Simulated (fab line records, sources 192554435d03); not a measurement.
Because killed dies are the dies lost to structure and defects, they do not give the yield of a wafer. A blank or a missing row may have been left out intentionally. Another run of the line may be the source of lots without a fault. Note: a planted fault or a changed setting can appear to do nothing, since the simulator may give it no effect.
Matching of chambers    flow n5_finfet    4 sister chambers for N5_BEOL_M3_VIA_ETCH_34 on rie_diel-03
The step etches the open film in C4F6/O2, target depth 69.4 nm, time 65.9 s. 8 wafers are shown with their chamber, then 8 later ones without.

WAFERS WITH THEIR CHAMBER
wafer   chamber  showerhead_plenum_p_Torr (Torr)  throttle_valve_pct (%)
L076.1  2        2.96                             30.3
L079.3  1        2.90                             31.3
L085.1  1        2.90                             31.3
L085.2  2        2.96                             30.4
L090.2  3        3.02                             30.7
L090.4  0        2.82                             30.2
L090.5  3        3.02                             30.7
L093.1  0        2.81                             30.2

WAFERS MISSING THEIR CHAMBER
wafer   showerhead_plenum_p_Torr (Torr)  throttle_valve_pct (%)
L093.5  3.02                             30.7
L093.6  2.81                             30.2
L095.2  2.89                             31.0
L095.3  2.81                             30.2
L095.5  3.01                             30.7
L096.2  2.94                             30.4
L096.3  3.01                             30.8
L096.4  2.81                             30.2

THE CHAMBER EACH PASSED THROUGH
wafer   from the rows above  in truth
L093.5  3                    3
L093.6  0                    0
L095.2  1                    1
L095.3  0                    0
L095.5  3                    3
L096.2  2                    2
L096.3  3                    3
L096.4  0                    0
8 of 8 placed correctly. From these rows, 0 cannot be placed. Placed wrongly: 0.
How it was worked out, from the rows above alone: a wafer's distance from a chamber is the root of the sum, over the readings, of the square of ((its reading less the chamber's mean) divided by the reading's scatter). The wafer belongs to the nearest chamber; if the next one is less than 2 further off, it can't be placed. For every chamber, the mean is computed from those of its wafers that are shown. How the scatter is found: for the shown wafers, subtract from each reading the mean of its chamber, square and add these, divide the total by (wafers less chambers), then take the root.
